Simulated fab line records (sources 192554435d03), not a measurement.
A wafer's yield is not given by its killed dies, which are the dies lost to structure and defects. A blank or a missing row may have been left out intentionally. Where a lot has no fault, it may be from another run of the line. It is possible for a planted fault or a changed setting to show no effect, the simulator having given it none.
Matching of chambers | flow n5-finfet | rie-diel-06 running N5_BEOL_M7_DESCUM_33: 4 sister chambers
The step chemistry O2, time 7 s. 14 wafers are shown with their chamber, then 7 later ones without.

== WAFERS, EACH WITH ITS CHAMBER ==
wafer  | chamber | showerhead-plenum-p-Torr (Torr) | oes-product-au (a.u.) | throttle-valve-pct (%)
L074.1 | 3       | 1.93                            | 0.77                  | 20.2
L074.5 | 3       | 1.93                            | 0.77                  | 20.2
L074.6 | 2       | 2.15                            | 0.94                  | 20.2
L077.2 | 0       | 2.04                            | 0.85                  | 19.8
L077.3 | 2       | 2.15                            | 0.93                  | 20.2
L077.6 | 0       | 2.04                            | 0.86                  | 19.8
L081.2 | 3       | 1.93                            | 0.75                  | 20.3
L081.5 | 1       | 2.13                            | 0.99                  | 20.0
L081.6 | 2       | 2.14                            | 0.90                  | 20.2
L087.1 | 1       | 2.13                            | 0.96                  | 20.0
L087.2 | 2       | 2.14                            | 0.90                  | 20.2
L087.3 | 0       | 2.03                            | 0.83                  | 19.9
L085.1 | 2       | 2.14                            | 0.88                  | 20.2
L085.4 | 1       | 2.13                            | 0.95                  | 20.1

SIGNATURES (averages over the wafers above)
reading                  | chamber 0 | chamber 1 | chamber 2 | chamber 3 | scatter within a chamber
showerhead-plenum-p-Torr | 2.0367    | 2.1300    | 2.1440    | 1.9300    | 0.00432
oes-product-au           | 0.8467    | 0.9667    | 0.9100    | 0.7633    | 0.02
throttle-valve-pct       | 19.833    | 20.033    | 20.200    | 20.233    | 0.0447
Rule: distance of a wafer from a chamber = root of the sum over the readings of ((wafer's reading minus chamber's mean) / reading's scatter) squared. If the next closest chamber is less than 2 further off than the closest, the wafer can't be placed; otherwise it belongs to the closest. The scatter: take each reading less its chamber's mean, square it, sum over the shown wafers, divide by the number of wafers less the number of chambers, and take the root.

== WAFERS WITH NO CHAMBER GIVEN ==
wafer  | showerhead-plenum-p-Torr (Torr) | oes-product-au (a.u.) | throttle-valve-pct (%)
L085.5 | 1.92                            | 0.74                  | 20.3
L090.1 | 2.03                            | 0.81                  | 19.9
L090.4 | 1.92                            | 0.75                  | 20.3
L090.5 | 2.03                            | 0.81                  | 19.9
L094.1 | 2.03                            | 0.80                  | 19.9
L094.4 | 1.92                            | 0.73                  | 20.3
L094.6 | 2.03                            | 0.80                  | 19.9

== CHAMBER TAKEN BY EACH ==
wafer  | from the rows above | in truth
L085.5 | 3                   | 3
L090.1 | 0                   | 0
L090.4 | 3                   | 3
L090.5 | 0                   | 0
L094.1 | 0                   | 0
L094.4 | 3                   | 3
L094.6 | 0                   | 0
Placed correctly: 7 of 7. From these rows, 0 cannot be placed. Number placed wrongly: 0.
